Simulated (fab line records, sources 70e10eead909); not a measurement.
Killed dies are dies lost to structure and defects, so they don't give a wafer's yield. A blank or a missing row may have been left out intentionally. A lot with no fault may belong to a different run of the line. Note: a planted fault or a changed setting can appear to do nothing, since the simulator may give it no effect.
Matching of chambers -- flow nand-harc -- NHARC_A_CONTACT_ETCH_92 on rie-diel-10: 4 sister chambers
The step etches the open film in CH3F/O2, target depth 40 nm, time 85.7 s. 8 wafers are shown with their chamber, then 8 later ones without.

== WAFERS PAIRED WITH THEIR CHAMBERS ==
wafer,chamber,drypump-motor-current-A (A),showerhead-plenum-p-Torr (Torr)
L079.3,1,5.2,2.48
L080.6,0,5.7,2.42
L081.1,2,5.7,2.41
L081.5,3,5.9,2.64
L086.3,0,5.6,2.41
L086.5,1,5.2,2.48
L086.6,2,5.7,2.40
L090.3,3,5.9,2.62

== WAFERS WITH NO CHAMBER GIVEN ==
wafer,drypump-motor-current-A (A),showerhead-plenum-p-Torr (Torr)
L090.5,5.6,2.41
L090.6,5.9,2.62
L087.1,5.7,2.41
L087.3,5.2,2.47
L087.6,5.2,2.47
L093.1,5.7,2.40
L093.2,5.7,2.39
L093.6,5.7,2.39

== WHICH CHAMBER EACH WENT THROUGH ==
wafer,from the rows above,in truth
L090.5,can't be placed: 0 or 2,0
L090.6,3,3
L087.1,can't be placed: 2 or 0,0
L087.3,1,1
L087.6,1,1
L093.1,can't be placed: 2 or 0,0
L093.2,can't be placed: 2 or 0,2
L093.6,can't be placed: 2 or 0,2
Placed correctly: 3 of 8. These rows do not allow placing 5 (true chamber among the candidates in 5). 0 placed wrongly.
How it was worked out, from the rows above alone: a wafer's distance from a chamber is the root of the sum, over the readings, of the square of ((its reading less the chamber's mean) divided by the reading's scatter). If the next closest chamber is less than 2 further off than the closest, the wafer can't be placed; otherwise it belongs to the closest. A chamber's mean is the mean of its shown wafers. How the scatter is found: for the shown wafers, subtract from each reading the mean of its chamber, square and add these, divide the total by (wafers less chambers), then take the root.
